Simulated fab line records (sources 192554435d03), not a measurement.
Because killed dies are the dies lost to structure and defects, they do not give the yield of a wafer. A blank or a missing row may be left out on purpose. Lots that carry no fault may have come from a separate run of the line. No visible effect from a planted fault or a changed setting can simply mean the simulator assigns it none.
Split-lot experiment :: flow n5Finfet :: 21 wafers read across 7 lots, on a route 1938 steps long

## THE SPLIT ITSELF
At N5_BEOL_M4_ETCH_64 (etches SOC in N2/H2, target depth 75 nm, overetch 22.5 nm, time 121.9 s), the setting biasW was moved away from the recipe's 150 W on 6 of the 21 wafers read, by -16.4% to +14.3%. The other wafers ran this setting at the recipe's value.

Reading taken at the split's own step.

## THE READING
rfVppV, in V, at N5_BEOL_M4_ETCH_64 (etches SOC in N2/H2, target depth 75 nm, overetch 22.5 nm, time 121.9 s). A value of 525 V with a standard deviation of 3 V is what fault-free wafers of this fab line usually give.

wafer: L077.1
tool, chamber at the split: rieDiel-06, 3
biasW as run, W: 169.4
against the recipe: +12.9%
rfVppV, V: 570
against lot-mates on the recipe: +41

wafer: L077.5
tool, chamber at the split: rieDiel-06, 2
biasW as run, W: 150
against the recipe: recipe
rfVppV, V: 529
against lot-mates on the recipe: -

wafer: L077.6
tool, chamber at the split: rieDiel-06, 3
biasW as run, W: 150
against the recipe: recipe
rfVppV, V: 529
against lot-mates on the recipe: -

wafer: L078.4
tool, chamber at the split: rieDiel-02, 3
biasW as run, W: 150
against the recipe: recipe
rfVppV, V: 521
against lot-mates on the recipe: -

wafer: L078.5
tool, chamber at the split: rieDiel-02, 3
biasW as run, W: 125.4
against the recipe: -16.4%
rfVppV, V: 463
against lot-mates on the recipe: -61

wafer: L078.6
tool, chamber at the split: rieDiel-02, 2
biasW as run, W: 150
against the recipe: recipe
rfVppV, V: 527
against lot-mates on the recipe: -

wafer: L080.1
tool, chamber at the split: rieDiel-06, 3
biasW as run, W: 150
against the recipe: recipe
rfVppV, V: 527
against lot-mates on the recipe: -

wafer: L080.5
tool, chamber at the split: rieDiel-06, 2
biasW as run, W: 150
against the recipe: recipe
rfVppV, V: 528
against lot-mates on the recipe: -

wafer: L080.6
tool, chamber at the split: rieDiel-06, 1
biasW as run, W: 150
against the recipe: recipe
rfVppV, V: 520
against lot-mates on the recipe: -

wafer: L083.4
tool, chamber at the split: rieDiel-02, 2
biasW as run, W: 150
against the recipe: recipe
rfVppV, V: 527
against lot-mates on the recipe: -

wafer: L083.5
tool, chamber at the split: rieDiel-02, 3
biasW as run, W: 168.4
against the recipe: +12.3%
rfVppV, V: 561
against lot-mates on the recipe: +33

wafer: L083.6
tool, chamber at the split: rieDiel-02, 2
biasW as run, W: 150
against the recipe: recipe
rfVppV, V: 529
against lot-mates on the recipe: -

wafer: L084.2
tool, chamber at the split: rieDiel-01, 0
biasW as run, W: 150
against the recipe: recipe
rfVppV, V: 520
against lot-mates on the recipe: -

wafer: L084.4
tool, chamber at the split: rieDiel-01, 3
biasW as run, W: 150
against the recipe: recipe
rfVppV, V: 523
against lot-mates on the recipe: -

wafer: L084.6
tool, chamber at the split: rieDiel-01, 0
biasW as run, W: 171.4
against the recipe: +14.3%
rfVppV, V: 566
against lot-mates on the recipe: +44

wafer: L096.3
tool, chamber at the split: rieDiel-02, 0
biasW as run, W: 158.6
against the recipe: +5.7%
rfVppV, V: 542
against lot-mates on the recipe: +18

wafer: L096.5
tool, chamber at the split: rieDiel-02, 0
biasW as run, W: 158.6
against the recipe: +5.7%
rfVppV, V: 543
against lot-mates on the recipe: +19

wafer: L096.6
tool, chamber at the split: rieDiel-02, 3
biasW as run, W: 150
against the recipe: recipe
rfVppV, V: 524
against lot-mates on the recipe: -

wafer: L097.2
tool, chamber at the split: rieDiel-01, 0
biasW as run, W: 150
against the recipe: recipe
rfVppV, V: 528
against lot-mates on the recipe: -

wafer: L097.4
tool, chamber at the split: rieDiel-01, 1
biasW as run, W: 150
against the recipe: recipe
rfVppV, V: 523
against lot-mates on the recipe: -

wafer: L097.5
tool, chamber at the split: rieDiel-01, 1
biasW as run, W: 150
against the recipe: recipe
rfVppV, V: 522
against lot-mates on the recipe: -

THE FIT
A straight line over all 21 wafers: rfVppV changes by +3.34 V for each +1% of biasW; r = +0.98; the points scatter about the line by 3.8 V.
The same after taking each lot's own level away (the mean of its wafers on the recipe; 21 wafers): +3.29 V for each +1%; r = +0.99; scatter 3.1 V.
That fit puts the effect of the largest move of biasW on the reading at 54 V.
The span of the lots' own levels, 521.5 to 529.0 V, comes to 2.5 times the standard deviation stated above.
So the lot-to-lot level changes the slope little: the two slopes agree.
Check: for one of the wafers moved furthest among these (-16.4%), held out of the fit, the line's prediction against its lot-mates is -49.7 V. Against them it came out at -61 V.
Tool readings at the split's step, against how far the setting was moved: rfVppV r = +0.98.

## ADDITIONAL SPLITS CARRIED BY THESE WAFERS
Before the reading, these wafers also passed through other splits. Each is held against what the fit with the lots' levels taken away leaves over:
other split on the same wafers: N5_BEOL_M0_TRENCH_ETCH_107 targetDepthA
wafers away from the commonest value: 6
r with rfVppV (lot level and that fit taken away): -0.01

other split on the same wafers: N5_BEOL_M1_ETCH_70 sourceW
wafers away from the commonest value: 7
r with rfVppV (lot level and that fit taken away): +0.22

other split on the same wafers: N5_BEOL_M1_TRENCH_ETCH_37 timeS
wafers away from the commonest value: 7
r with rfVppV (lot level and that fit taken away): -0.05

other split on the same wafers: N5_BEOL_M2_COAT_67 spinRpm
wafers away from the commonest value: 9
r with rfVppV (lot level and that fit taken away): -0.47

other split on the same wafers: N5_BEOL_M2_DESCUM_33 timeS
wafers away from the commonest value: 6
r with rfVppV (lot level and that fit taken away): +0.03

other split on the same wafers: N5_BEOL_M3_COAT_67 spinRpm
wafers away from the commonest value: 6
r with rfVppV (lot level and that fit taken away): +0.14

## THE WHOLE CHAIN: every reading that the file lists as answering this split, in the file's order
step: N5_BEOL_M4_ETCH_64
what it does: etches SOC in N2/H2, target depth 75 nm, overetch 22.5 nm, time 121.9 s
reading: rfVppV
change (the file's fit): +3.27 V for each +1% of the setting
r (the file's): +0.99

step: N5_BEOL_M4_ETCH_64
what it does: etches SOC in N2/H2, target depth 75 nm, overetch 22.5 nm, time 121.9 s
reading: SiARC_of_BEOL_M4_COAT_62.thkNm (the simulator's own value, which no gauge read)
change (the file's fit): -0.0741 nm for each +1% of the setting
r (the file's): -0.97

## FILE'S OWN FIT
rfVppV changes by +3.27 V for each +1% of biasW, r = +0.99.
